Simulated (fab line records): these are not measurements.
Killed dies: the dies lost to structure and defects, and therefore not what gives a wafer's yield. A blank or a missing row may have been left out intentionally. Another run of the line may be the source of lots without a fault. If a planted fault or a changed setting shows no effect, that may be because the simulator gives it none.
Matching of chambers	flow n5 finfet	rie diel-03 running N5_BEOL_M13_TRENCH_ETCH_34: 4 sister chambers
The step etches SiOC in C4F8/O2/Ar, target depth 413.47 nm, time 162.6 s. 18 wafers are shown with their chamber, then 9 later ones without.

## WAFERS WITH THEIR CHAMBER
wafer	chamber	showerhead plenum p Torr (Torr)	throttle valve pct (%)	oes product au (a.u.)
L079.1	1	3.54	24.64	0.73
L079.2	0	3.49	24.09	0.70
L079.3	3	3.24	24.16	0.71
L080.1	0	3.49	24.11	0.69
L080.5	3	3.24	24.16	0.71
L080.6	2	3.59	24.20	0.94
L083.1	3	3.23	24.17	0.70
L083.2	0	3.48	24.12	0.70
L083.5	2	3.59	24.19	0.92
L086.1	2	3.59	24.21	0.90
L086.3	0	3.48	24.13	0.70
L086.5	1	3.53	24.68	0.71
L088.3	2	3.59	24.20	0.90
L088.5	2	3.59	24.22	0.91
L088.6	1	3.53	24.66	0.72
L089.1	3	3.23	24.19	0.70
L089.2	0	3.48	24.12	0.71
L089.5	0	3.48	24.13	0.69

SIGNATURES (averages over the wafers above)
reading	chamber 0	chamber 1	chamber 2	chamber 3	scatter within a chamber
showerhead plenum p Torr	3.4833	3.5333	3.5900	3.2350	0.00463
throttle valve pct	24.1167	24.6600	24.2040	24.1700	0.0148
oes product au	0.6983	0.7200	0.9140	0.7050	0.011
Rule: a wafer lies at a distance from a chamber equal to the root of the sum of squares, over the readings, of (its reading less the chamber's mean, divided by the reading's scatter). If the next closest chamber is less than 2 further off than the closest, the wafer can't be placed; otherwise it belongs to the closest. The scatter: the root of (the sum of the squares of (reading less its chamber's mean) over the shown wafers, divided by (wafers less chambers)).

## WAFERS MISSING THEIR CHAMBER
wafer	showerhead plenum p Torr (Torr)	throttle valve pct (%)	oes product au (a.u.)
L091.1	3.23	24.19	0.69
L091.2	3.48	24.13	0.70
L091.6	3.58	24.22	0.89
L095.1	3.47	24.14	0.68
L095.3	3.52	24.67	0.72
L095.6	3.58	24.21	0.89
L096.2	3.52	24.70	0.71
L096.3	3.58	24.24	0.88
L096.6	3.22	24.20	0.69

## EACH ONE'S CHAMBER
wafer	from the rows above	in truth
L091.1	3	3
L091.2	0	0
L091.6	2	2
L095.1	0	0
L095.3	1	1
L095.6	2	2
L096.2	1	1
L096.3	2	2
L096.6	3	3
Correctly placed: 9 of 9. Left unplaced by these rows: 0. Number placed wrongly: 0.
